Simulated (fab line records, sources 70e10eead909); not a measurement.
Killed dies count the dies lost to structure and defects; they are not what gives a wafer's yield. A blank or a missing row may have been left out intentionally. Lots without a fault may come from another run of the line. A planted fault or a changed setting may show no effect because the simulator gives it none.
The tool behind it: which one?    flow nandHarc    Sampling: 13 lots, 39 wafers, 5 of 1159 route steps

WHAT THE GAUGES READ, wafer by wafer
NHARC_END_SORT_01. Usual: killedAtArray 27, standard deviation 10; killedAtOther 0.6, standard deviation 0.83; killedAtPeriphery 2.4, standard deviation 1.8; killedDies 30, standard deviation 10; killedOpen 3.3, standard deviation 1.7; killedShort 1.8, standard deviation 1.4.
lot   measured      on         killedAtArray  killedAtOther  killedAtPeriphery  killedDies   killedOpen  killedShort  flag
L687  day 22 06:53  prober-01  95 104 94      0 1 0          1 3 4              96 108 98    2 3 5       0 2 2        OFF
L688  day 23 10:47  prober-01  122 117 114    1 1 0          3 1 5              126 119 119  2 3 2       3 2 1        OFF

TOOL THAT RAN EACH LOT (tool first, then ch and the chambers of the sampled wafers, then the start)
lot   NHARC_A_SLIT_DEP_00           NHARC_A_WL_FILL_RTA_01           NHARC_A_WL_FILL_ETCHBACK_05       NHARC_A_WL_FILL_ETCHBACK_16
L676  aclDep-01 ch 0, day 14 02:21  rtpAnneal-02 ch 0, day 14 21:08  rieMetal-03 ch 0,1, day 15 01:36  rieDiel-04 ch 1,2,3, day 15 11:16
L680  aclDep-03 ch 0, day 15 05:46  rtpAnneal-02 ch 0, day 15 21:26  rieMetal-03 ch 0, day 16 02:05    rieDiel-04 ch 0,1,2, day 16 12:37
L682  aclDep-01 ch 0, day 15 15:32  rtpAnneal-01 ch 0, day 16 05:10  rieMetal-03 ch 0,1, day 16 09:21  rieDiel-06 ch 0,3, day 16 19:34
L681  aclDep-01 ch 0, day 15 17:50  rtpAnneal-02 ch 0, day 16 05:14  rieMetal-01 ch 0,1, day 16 09:24  rieDiel-04 ch 1,2, day 16 19:35
L687  aclDep-02 ch 0, day 16 12:18  rtpAnneal-01 ch 0, day 17 02:48  rieMetal-03 ch 0,1, day 17 10:37  rieDiel-06 ch 0,1, day 17 20:13
L690  aclDep-01 ch 0, day 17 07:46  rtpAnneal-02 ch 0, day 17 22:07  rieMetal-01 ch 0,1, day 18 04:58  rieDiel-04 ch 0,2, day 18 13:50
L688  aclDep-02 ch 0, day 17 08:23  rtpAnneal-01 ch 0, day 18 00:52  rieMetal-02 ch 0,1, day 18 07:50  rieDiel-06 ch 0,1, day 19 00:04
L692  aclDep-01 ch 0, day 17 20:29  rtpAnneal-01 ch 0, day 18 10:58  rieMetal-03 ch 0,1, day 18 16:47  rieDiel-07 ch 0,1,2, day 19 00:02
L694  aclDep-03 ch 0, day 18 18:23  rtpAnneal-01 ch 0, day 19 08:42  rieMetal-01 ch 0,1, day 19 16:28  rieDiel-07 ch 1,3, day 20 03:11
L698  aclDep-03 ch 0, day 19 19:52  rtpAnneal-02 ch 0, day 20 09:59  rieMetal-02 ch 0,1, day 20 16:23  rieDiel-07 ch 0,1,3, day 21 02:46
L696  aclDep-01 ch 0, day 19 19:58  rtpAnneal-02 ch 0, day 20 10:11  rieMetal-01 ch 0,1, day 20 17:34  rieDiel-04 ch 0,1,3, day 21 04:13
L697  aclDep-02 ch 0, day 19 20:32  rtpAnneal-02 ch 0, day 20 10:22  rieMetal-02 ch 0, day 20 19:09    rieDiel-06 ch 0,1,2, day 21 03:52
L699  aclDep-03 ch 0, day 20 14:25  rtpAnneal-02 ch 0, day 21 04:10  rieMetal-01 ch 0,1, day 21 11:01  rieDiel-06 ch 0,1,2, day 21 18:35
- NHARC_A_SLIT_DEP_00: deposits aC, target thk 3200 nm.
- NHARC_A_WL_FILL_RTA_01: time 5 s.
- NHARC_A_WL_FILL_ETCHBACK_05: etches the open film in Cl2/BCl3, target depth 22 nm, time 60 s.
- NHARC_A_WL_FILL_ETCHBACK_16: etches the open film in C4F8/O2/Ar, target depth 88 nm, time 17.6 s.

AS READ BY THE TOOLS THEMSELVES (means over the sampled wafers that have a number; for cases with no such wafer, the mark the record gives instead)
NHARC_A_SLIT_DEP_00. Usual: 35.001 % for throttleValvePct, sd 0.0097.
lot   tool       throttleValvePct (%)  flag
L676  aclDep-01  34.990                
L680  aclDep-03  34.996                
L682  aclDep-01  34.991                
L681  aclDep-01  35.011                
L687  aclDep-02  35.006                
L690  aclDep-01  35.014                
L688  aclDep-02  35.003                
L692  aclDep-01  35.004                
L694  aclDep-03  35.000                
L698  aclDep-03  35.013                
L696  aclDep-01  35.001                
L697  aclDep-02  34.997                
L699  aclDep-03  34.992                

NHARC_A_WL_FILL_RTA_01. Usual: annealTempCMax 1006.0, standard deviation 1.6; lampPowerPct 29.87 %, standard deviation 0.29; wafer_temp_C_max 1003.9, standard deviation 1.
lot   tool          annealTempCMax  lampPowerPct (%)  wafer_temp_C_max  flag
L676  rtpAnneal-02  1005.5          29.65             1003.3            
L680  rtpAnneal-02  1005.9          29.66             1002.9            
L682  rtpAnneal-01  1006.6          30.27             1004.8            
L681  rtpAnneal-02  1004.6          29.63             1002.8            
L687  rtpAnneal-01  1007.9          30.25             1005.7            
L690  rtpAnneal-02  1006.0          29.66             1002.9            
L688  rtpAnneal-01  1006.5          30.23             1004.0            
L692  rtpAnneal-01  1007.3          30.27             1005.4            
L694  rtpAnneal-01  1007.7          30.27             1005.4            
L698  rtpAnneal-02  1004.9          29.63             1003.5            
L696  rtpAnneal-02  1004.8          29.68             1003.4            
L697  rtpAnneal-02  1005.5          29.66             1003.7            
L699  rtpAnneal-02  1005.9          29.61             1003.2            

NHARC_A_WL_FILL_ETCHBACK_05. Usual: drypumpMotorCurrentA 5.68 A, standard deviation 0.29; oesProductAu 0.999 a.u., standard deviation 0.014.
lot   tool         drypumpMotorCurrentA (A)  oesProductAu (a.u.)  flag
L676  rieMetal-03  5.82                      1.001                
L680  rieMetal-03  6.05                      0.993                
L682  rieMetal-03  5.60                      1.006                
L681  rieMetal-01  5.46                      1.004                
L687  rieMetal-03  5.59                      1.000                
L690  rieMetal-01  5.47                      1.000                
L688  rieMetal-02  5.93                      0.986                
L692  rieMetal-03  5.62                      0.999                
L694  rieMetal-01  5.46                      1.007                
L698  rieMetal-02  5.93                      0.984                
L696  rieMetal-01  5.53                      1.004                
L697  rieMetal-02  5.58                      1.020                
L699  rieMetal-01  5.53                      1.011                

NHARC_A_WL_FILL_ETCHBACK_16. Usual: oesProductAu 0.983 a.u., standard deviation 0.03; rfVppV 723 V, standard deviation 4.
lot   tool        oesProductAu (a.u.)  rfVppV (V)  flag
L676  rieDiel-04  0.932                721         
L680  rieDiel-04  0.921                724         
L682  rieDiel-06  0.960                719         
L681  rieDiel-04  0.996                725         
L687  rieDiel-06  0.986                720         
L690  rieDiel-04  0.914                727         
L688  rieDiel-06  0.997                721         
L692  rieDiel-07  1.002                722         
L694  rieDiel-07  0.998                723         
L698  rieDiel-07  0.994                725         
L696  rieDiel-04  1.011                721         
L697  rieDiel-06  0.986                725         
L699  rieDiel-06  0.999                726         

THE ANSWER, worked out from the rows above alone
Rule: take the mean of a lot's wafers that have a number; if it is more than 3 standard deviations from the usual mean, the lot is off. Also off: a lot with no number at a reading for which 4 or more lots have one. Any other lot the step has rows for is counted as sound. The gauges are gone through in route order, then the tools' own readings, and for those a lot's mean is taken as printed above. The first step at which some lot is off is used, and at that step the reading that is off furthest; a lot without a number counts as furthest.
Off: L687, L688 (NHARC_END_SORT_01, killedDies). Neither off nor sound, because the step has no rows for them: L676, L680, L682, L681, L690, L692, L694, L698, L696, L697, L699.
A tool fits if, at a process step before that reading, it ran every lot that is off, and no sound lot after the first of them. The gauges at NHARC_END_SORT_01 are tried like those tools. Can't be told from this: 4 tools fit, aclDep-02 at NHARC_A_SLIT_DEP_00, rtpAnneal-01 at NHARC_A_WL_FILL_RTA_01, rieDiel-06 at NHARC_A_WL_FILL_ETCHBACK_16, prober-01 at NHARC_END_SORT_01.

WHAT THE SIMULATOR PUT IN
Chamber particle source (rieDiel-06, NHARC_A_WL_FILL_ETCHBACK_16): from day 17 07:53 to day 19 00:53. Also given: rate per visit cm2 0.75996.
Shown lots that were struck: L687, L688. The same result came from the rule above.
